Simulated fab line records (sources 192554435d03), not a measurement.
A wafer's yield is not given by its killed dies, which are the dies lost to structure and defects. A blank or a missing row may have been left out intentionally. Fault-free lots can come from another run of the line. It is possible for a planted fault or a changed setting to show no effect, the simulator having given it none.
Which tool is to blame? -- flow n5Finfet -- 12 lots with 29 wafers sampled at 5 steps, on a route of 1938 steps

WHAT THE GAUGES READ, wafer by wafer
N5_BEOL_M0_SAQP_CD_MEAS_14: target cd 42.5 nm.
lot,measured,on,cdNm (nm)
L283,day 5 11:29,cdSem-01,42.6 43.2
L284,day 5 15:28,cdSem-01,42.1 41.8
L285,day 5 17:41,cdSem-03,42.7 43.2 43.4
L286,day 6 05:14,cdSem-03,42.8 42.1
L287,day 6 06:26,cdSem-03,42.6 42.3
L288,day 6 21:05,cdSem-02,42.2 42.5
L289,day 7 02:17,cdSem-01,42.9 42.6 43.0
L291,day 7 18:18,cdSem-03,42.8 42.5 42.3
L292,day 8 02:38,cdSem-01,42.9 42.4 42.5
L294,day 8 03:38,cdSem-02,42.4 42.4 42.0
L298,day 9 14:11,cdSem-03,42.4 43.0
L301,day 10 13:07,cdSem-03,43.0 42.5

N5_BEOL_M4_RC_MEAS_101.
lot,measured,on,DIBL_N (mV/V),DIBL_P (mV/V),IOFF_N (nA/um),IOFF_P (nA/um),ION_N (uA/um),ION_P (uA/um),SS_N (mV/dec),SS_P (mV/dec),VT_N (mV),VT_P (mV)
L283,day 8 12:38,prober-02,34.2 31.6,33 31,0.13 0.10,0.19 0.15,673 662,461 464,70.8 70.7,72.6 71.8,251 255,-249 -252
L284,day 8 18:04,prober-02,37.3 37.2,39 38,0.19 0.18,0.21 0.20,691 680,466 457,72.6 72.3,73.9 73.5,248 251,-251 -256
L285,day 9 03:12,prober-02,40.5 36.0 39.7,41 35 40,0.25 0.13 0.21,0.29 0.17 0.25,710 677 681,483 464 463,72.2 70.9 72.3,74.0 73.0 73.7,244 252 248,-246 -254 -248
L286,day 9 05:55,prober-01,38.6 39.0,41 41,0.24 0.24,0.30 0.32,708 709,481 490,72.3 73.0,75.0 75.2,242 245,-244 -243
L287,day 9 09:36,prober-02,35.9 34.6,37 35,0.16 0.13,0.24 0.20,684 676,478 471,72.1 71.6,73.5 73.7,250 252,-249 -249
L288,day 9 06:55,prober-02,35.2 32.3,35 32,0.13 0.09,0.17 0.13,662 655,449 454,71.6 70.1,72.9 73.1,250 256,-253 -257
L289,day 10 03:30,prober-01,33.9 39.9 42.3,34 41 44,0.13 0.23 0.33,0.19 0.32 0.39,668 698 712,462 479 481,70.8 72.1 73.3,72.4 74.7 75.4,252 244 240,-251 -244 -241
L291,day 10 08:30,prober-02,37.4 37.0 36.5,38 37 35,0.20 0.17 0.15,0.24 0.22 0.18,700 692 665,471 468 453,71.4 72.1 71.7,73.1 74.1 73.1,245 248 250,-251 -250 -254
L292,day 10 21:14,prober-01,37.3 33.5 33.3,39 33 32,0.18 0.12 0.11,0.25 0.18 0.16,673 675 660,466 464 465,71.5 70.2 70.5,73.4 72.0 72.0,248 253 255,-247 -251 -251
L294,day 10 21:34,prober-02,31.2 33.6 37.8,31 33 37,0.09 0.11 0.19,0.12 0.14 0.20,658 654 684,454 450 463,70.4 70.6 72.6,71.5 72.9 73.5,258 256 248,-259 -258 -253
L298,day 12 04:23,prober-01,35.8 35.6,37 35,0.15 0.16,0.27 0.23,676 697,478 488,71.1 71.5,73.7 73.8,251 247,-243 -243
L301,day 13 04:49,prober-01,35.7 31.3,36 31,0.15 0.09,0.20 0.13,675 652,468 453,71.0 69.6,72.7 72.6,252 257,-253 -257

TOOL THAT RAN EACH LOT (tool first, then ch and the chambers of the sampled wafers, then the start)
lot,N5_BEOL_M0_SAQP_ILD_DEP_01,N5_BEOL_M0_SAQP_MANDREL_ETCH_20,N5_BEOL_M0_SAQP_RECESS_114
L283,"pecvd-02 ch 1,2, day 5 09:22","rieSi-06 ch 1,3, day 5 11:51","vaporEtch-01 ch 0,1, day 5 12:05"
L284,"pecvd-03 ch 0,2, day 5 13:23","rieSi-06 ch 0,3, day 5 16:26","vaporEtch-02 ch 0,1, day 5 16:40"
L285,"pecvd-04 ch 0,1,2, day 5 16:49","rieSi-05 ch 0,3, day 5 18:54","vaporEtch-02 ch 0,1, day 5 19:11"
L286,"pecvd-03 ch 1,2, day 6 02:27","rieSi-06 ch 1,3, day 6 05:37","vaporEtch-01 ch 0, day 6 05:50"
L287,"pecvd-02 ch 1, day 6 05:28","rieSi-05 ch 1,2, day 6 06:49","vaporEtch-02 ch 0,1, day 6 07:02"
L288,"pecvd-02 ch 0,1, day 6 14:52","rieSi-03 ch 0,3, day 6 21:55","vaporEtch-01 ch 0, day 6 22:08"
L289,"pecvd-02 ch 1,2, day 6 23:40","rieSi-03 ch 0,1,2, day 7 02:40","vaporEtch-01 ch 0,1, day 7 03:01"
L291,"pecvd-03 ch 0,2, day 7 17:25","rieSi-03 ch 2,3, day 7 18:40","vaporEtch-02 ch 0,1, day 7 18:53"
L292,"pecvd-03 ch 0,1, day 7 23:53","rieSi-03 ch 0,1,2, day 8 03:53","vaporEtch-01 ch 0,1, day 8 04:13"
L294,"pecvd-03 ch 0,1, day 8 02:54","rieSi-06 ch 0,1,2, day 8 04:50","vaporEtch-01 ch 0,1, day 8 05:11"
L298,"pecvd-02 ch 1, day 9 10:58","rieSi-06 ch 0,1, day 9 14:34","vaporEtch-01 ch 0,1, day 9 14:55"
L301,"pecvd-03 ch 0,1, day 10 10:56","rieSi-06 ch 2,3, day 10 14:34","vaporEtch-02 ch 0,1, day 10 15:03"
- N5_BEOL_M0_SAQP_ILD_DEP_01: deposits SiOC from DEMS/O2, target thk 45.419 nm, time 8.7 s.
- N5_BEOL_M0_SAQP_MANDREL_ETCH_20: etches a-Si in HBr/Cl2, stops on SiNx, target depth 60 nm, bt time 10 s, time 30 s.
- N5_BEOL_M0_SAQP_RECESS_114: chemistry HF/NH3, target SiO2, target depth 14.4 nm, afs cycles 3, sublimation time 60 s.

WHAT THE TOOLS THEMSELVES READ (means of the sampled wafers that have a number; where no wafer has one, the mark that the record gives instead)
N5_BEOL_M0_SAQP_ILD_DEP_01.
lot,tool,heaterPowerW (W),showerheadPlenumPTorr (Torr),throttleValvePct (%)
L283,pecvd-02,509,5.683,11.5
L284,pecvd-03,486,5.688,11.2
L285,pecvd-04,480,5.692,11.8
L286,pecvd-03,412,5.687,11.7
L287,pecvd-02,492,5.681,11.3
L288,pecvd-02,454,5.688,11.2
L289,pecvd-02,537,5.686,11.4
L291,pecvd-03,476,5.705,11.5
L292,pecvd-03,455,5.692,12.5
L294,pecvd-03,465,5.684,12.3
L298,pecvd-02,446,5.689,11.2
L301,pecvd-03,477,5.697,12.5

N5_BEOL_M0_SAQP_MANDREL_ETCH_20.
lot,tool,drypumpMotorCurrentA (A),oesProductAu (a.u.),throttleValvePct (%)
L283,rieSi-06,5.8,0.781,35.2
L284,rieSi-06,5.7,0.785,35.2
L285,rieSi-05,6.1,0.794,34.8
L286,rieSi-06,5.9,0.784,35.2
L287,rieSi-05,6.3,0.768,36.0
L288,rieSi-03,5.4,0.764,35.5
L289,rieSi-03,5.9,0.775,35.4
L291,rieSi-03,5.4,0.764,35.6
L292,rieSi-03,5.9,0.777,35.4
L294,rieSi-06,6.0,0.783,35.2
L298,rieSi-06,6.1,0.737,35.3
L301,rieSi-06,5.6,0.738,35.3

N5_BEOL_M0_SAQP_RECESS_114.
lot,tool,drypumpMotorCurrentA (A),forelinePTorr (Torr)
L283,vaporEtch-01,5.91,0.1282
L284,vaporEtch-02,6.39,0.1282
L285,vaporEtch-02,6.39,0.1281
L286,vaporEtch-01,5.93,0.1278
L287,vaporEtch-02,6.33,0.1281
L288,vaporEtch-01,5.92,0.1278
L289,vaporEtch-01,5.90,0.1282
L291,vaporEtch-02,6.40,0.1277
L292,vaporEtch-01,5.90,0.1284
L294,vaporEtch-01,5.91,0.1279
L298,vaporEtch-01,5.89,0.1275
L301,vaporEtch-02,6.37,0.1278

THE ANSWER, worked out from the rows above alone
Rule: usual is defined by the lots themselves. Put in order of their means at a reading, lots are off if they are a third of the lots or fewer, leave a main group of 4 or more, and stand apart from it by a gap of 3 or more times the standard deviation of the main group's means; of several such gaps the widest counts. A main group whose means are all the same, to the digits that the tables above print for the reading, isn't used. A lot without any number at a reading at which 4 lots or more have one is off too. Any other lot the step has rows for is counted as sound. Order of review: gauges by route order, followed by the tools' own readings, for which a lot's mean as printed above is used. At the first step where some lot is off, the reading lying furthest off is the one used; lots without a number count as furthest.
Across all readings shown, no lot is off: no conclusion can be drawn from this.

WHAT THE SIMULATOR PUT IN
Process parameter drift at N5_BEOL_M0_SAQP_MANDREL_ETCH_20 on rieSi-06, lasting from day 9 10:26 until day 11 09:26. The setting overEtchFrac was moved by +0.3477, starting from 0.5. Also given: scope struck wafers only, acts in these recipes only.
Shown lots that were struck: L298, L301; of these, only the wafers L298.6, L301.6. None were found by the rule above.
